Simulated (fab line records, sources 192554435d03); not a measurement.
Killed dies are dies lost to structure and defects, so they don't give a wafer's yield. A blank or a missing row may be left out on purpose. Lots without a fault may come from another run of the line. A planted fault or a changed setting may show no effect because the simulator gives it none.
Which tool did it? | flow n5_finfet | 24 lots, 72 wafers sampled, at 3 steps of a route of 1938

WHAT THE GAUGES READ, wafer by wafer
N5_BEOL_M0_RS_MEAS_126: measures by four-point-probe.
lot  | measured     | on            | M0_RS (ohm/sq)
L075 | day 6 03:47  | film_metro-02 | 0.531 0.545 0.527
L074 | day 6 04:34  | film_metro-02 | 0.549 0.540 0.523
L076 | day 6 11:03  | film_metro-02 | 0.506 0.522 0.539
L077 | day 6 16:08  | film_metro-01 | 0.532 0.538 0.535
L078 | day 7 02:32  | film_metro-02 | 0.545 0.536 0.556
L079 | day 7 08:03  | film_metro-01 | 0.522 0.528 0.513
L080 | day 7 10:25  | film_metro-02 | 0.514 0.532 0.519
L081 | day 7 23:31  | film_metro-01 | 0.515 0.535 0.529
L082 | day 8 02:13  | film_metro-01 | 0.547 0.519 0.550
L083 | day 8 03:34  | film_metro-01 | 0.536 0.521 0.512
L084 | day 8 07:56  | film_metro-01 | 0.520 0.514 0.513
L085 | day 8 17:14  | film_metro-02 | 0.518 0.503 0.525
L086 | day 9 00:16  | film_metro-01 | 0.532 0.513 0.504
L087 | day 9 07:56  | film_metro-01 | 0.537 0.541 0.516
L088 | day 9 09:22  | film_metro-01 | 0.534 0.542 0.550
L089 | day 9 16:36  | film_metro-01 | 0.532 0.549 0.522
L090 | day 9 20:56  | film_metro-02 | 0.536 0.495 0.529
L091 | day 10 10:23 | film_metro-01 | 0.538 0.512 0.511
L092 | day 10 16:05 | film_metro-01 | 0.501 0.529 0.530
L093 | day 10 18:07 | film_metro-01 | 0.514 0.533 0.511
L094 | day 10 22:28 | film_metro-01 | 0.555 0.542 0.538
L095 | day 11 06:45 | film_metro-02 | 0.554 0.534 0.552
L096 | day 11 09:38 | film_metro-01 | 0.537 0.545 0.531
L097 | day 11 15:34 | film_metro-02 | 0.543 0.546 0.541

N5_BEOL_M1_THK_MEAS_01.
lot  | measured     | on            | M1_ILD_THK (nm)
L075 | day 6 03:55  | film_metro-02 | 79.7 80.7 81.8
L074 | day 6 04:42  | film_metro-02 | 78.2 78.3 79.0
L076 | day 6 11:11  | film_metro-01 | 79.7 77.8 77.9
L077 | day 6 16:16  | film_metro-02 | 78.5 78.8 79.6
L078 | day 7 02:40  | film_metro-02 | 78.6 81.1 81.7
L079 | day 7 08:11  | film_metro-02 | 78.0 78.9 80.4
L080 | day 7 10:32  | film_metro-02 | 77.8 77.8 78.9
L081 | day 7 23:39  | film_metro-02 | 80.0 80.1 80.7
L082 | day 8 02:21  | film_metro-01 | 77.9 78.1 77.8
L083 | day 8 03:41  | film_metro-01 | 77.6 80.5 79.7
L084 | day 8 08:04  | film_metro-01 | 79.2 79.7 79.8
L085 | day 8 17:23  | film_metro-02 | 77.3 80.4 79.3
L086 | day 9 00:24  | film_metro-01 | 79.2 79.8 80.0
L087 | day 9 08:04  | film_metro-02 | 79.8 78.7 80.6
L088 | day 9 09:30  | film_metro-01 | 78.0 78.6 80.0
L089 | day 9 16:49  | film_metro-01 | 78.8 77.4 78.8
L090 | day 9 21:04  | film_metro-01 | 79.0 80.4 80.3
L091 | day 10 10:32 | film_metro-01 | 80.2 79.5 80.2
L092 | day 10 16:13 | film_metro-02 | 79.2 78.2 79.4
L093 | day 10 18:14 | film_metro-01 | 78.2 79.6 78.2
L094 | day 10 22:38 | film_metro-01 | 80.4 79.1 80.8
L095 | day 11 06:54 | film_metro-01 | 77.5 80.1 79.7
L096 | day 11 09:46 | film_metro-01 | 80.4 80.9 81.1
L097 | day 11 15:43 | film_metro-01 | 78.5 78.0 79.5

WHICH TOOL RAN EACH LOT (tool, then ch and the chambers of the sampled wafers, then the start)
lot  | N5_BEOL_M1_ILD_DEP_00
L075 | pecvd-02 ch 0,1,2, day 6 03:51
L074 | pecvd-03 ch 0,2, day 6 04:38
L076 | pecvd-04 ch 0,1,2, day 6 11:07
L077 | pecvd-02 ch 0,2, day 6 16:12
L078 | pecvd-02 ch 0,1,2, day 7 02:35
L079 | pecvd-04 ch 0,2, day 7 08:07
L080 | pecvd-03 ch 1,2, day 7 10:28
L081 | pecvd-02 ch 0,1,2, day 7 23:35
L082 | pecvd-04 ch 1,2, day 8 02:17
L083 | pecvd-02 ch 0,1,2, day 8 03:37
L084 | pecvd-02 ch 0,1,2, day 8 08:00
L085 | pecvd-03 ch 0,1, day 8 17:17
L086 | pecvd-02 ch 0,1,2, day 9 00:20
L087 | pecvd-04 ch 0,2, day 9 07:59
L088 | pecvd-04 ch 0,1,2, day 9 09:26
L089 | pecvd-03 ch 0,1, day 9 16:44
L090 | pecvd-02 ch 0,2, day 9 20:59
L091 | pecvd-03 ch 0,1, day 10 10:28
L092 | pecvd-02 ch 0,1,2, day 10 16:09
L093 | pecvd-03 ch 0,2, day 10 18:11
L094 | pecvd-03 ch 1,2, day 10 22:33
L095 | pecvd-03 ch 1,2, day 11 06:49
L096 | pecvd-02 ch 0,1,2, day 11 09:41
L097 | pecvd-03 ch 1,2, day 11 15:38
- N5_BEOL_M1_ILD_DEP_00: deposits SiOC from DEMS/O2, target thk 79 nm, time 15.3 s.

WHAT THE TOOLS THEMSELVES READ (means of the sampled wafers that have a number; where no wafer has one, the mark that the record gives instead)
N5_BEOL_M1_ILD_DEP_00.
lot  | tool     | heater_power_w (W) | showerhead_plenum_p_Torr (Torr) | throttle_valve_pct (%)
L075 | pecvd-02 | 441                | 5.696                           | 12.2
L074 | pecvd-03 | 559                | 5.708                           | 11.8
L076 | pecvd-04 | 455                | 5.700                           | 12.1
L077 | pecvd-02 | 401                | 5.697                           | 12.0
L078 | pecvd-02 | 428                | 5.694                           | 12.3
L079 | pecvd-04 | 465                | 5.691                           | 11.9
L080 | pecvd-03 | 490                | 5.698                           | 11.6
L081 | pecvd-02 | 446                | 5.694                           | 12.3
L082 | pecvd-04 | 465                | 5.697                           | 12.0
L083 | pecvd-02 | 436                | 5.696                           | 12.4
L084 | pecvd-02 | 441                | 5.704                           | 12.4
L085 | pecvd-03 | 502                | 5.704                           | 11.9
L086 | pecvd-02 | 463                | 5.691                           | 12.3
L087 | pecvd-04 | 480                | 5.688                           | 12.1
L088 | pecvd-04 | 462                | 5.701                           | 12.3
L089 | pecvd-03 | 493                | 5.706                           | 11.9
L090 | pecvd-02 | 402                | 5.690                           | 12.4
L091 | pecvd-03 | 522                | 5.702                           | 12.1
L092 | pecvd-02 | 439                | 5.702                           | 12.4
L093 | pecvd-03 | 537                | 5.692                           | 11.7
L094 | pecvd-03 | 540                | 5.695                           | 11.5
L095 | pecvd-03 | 515                | 5.690                           | 11.4
L096 | pecvd-02 | 462                | 5.703                           | 12.4
L097 | pecvd-03 | 489                | 5.704                           | 11.4

THE ANSWER, worked out from the rows above alone
Rule: what is usual is taken from the lots themselves. Put in order of their means at a reading, lots are off if they are a third of the lots or fewer, leave a main group of 4 or more, and stand apart from it by a gap of 3 or more times the standard deviation of the main group's means; of several such gaps the widest counts. A main group whose means are all the same, to the digits that the tables above print for the reading, isn't used. A lot without any number at a reading at which 4 lots or more have one is off too. The other lots that the step has rows for count as sound. The gauges are gone through in route order, then the tools' own readings, and for those a lot's mean is taken as printed above. The first step at which some lot is off is used, and at that step the reading that is off furthest; a lot without a number counts as furthest.
No lot is off at any reading shown: from this, nothing can be told.

WHAT THE SIMULATOR HAD PUT IN
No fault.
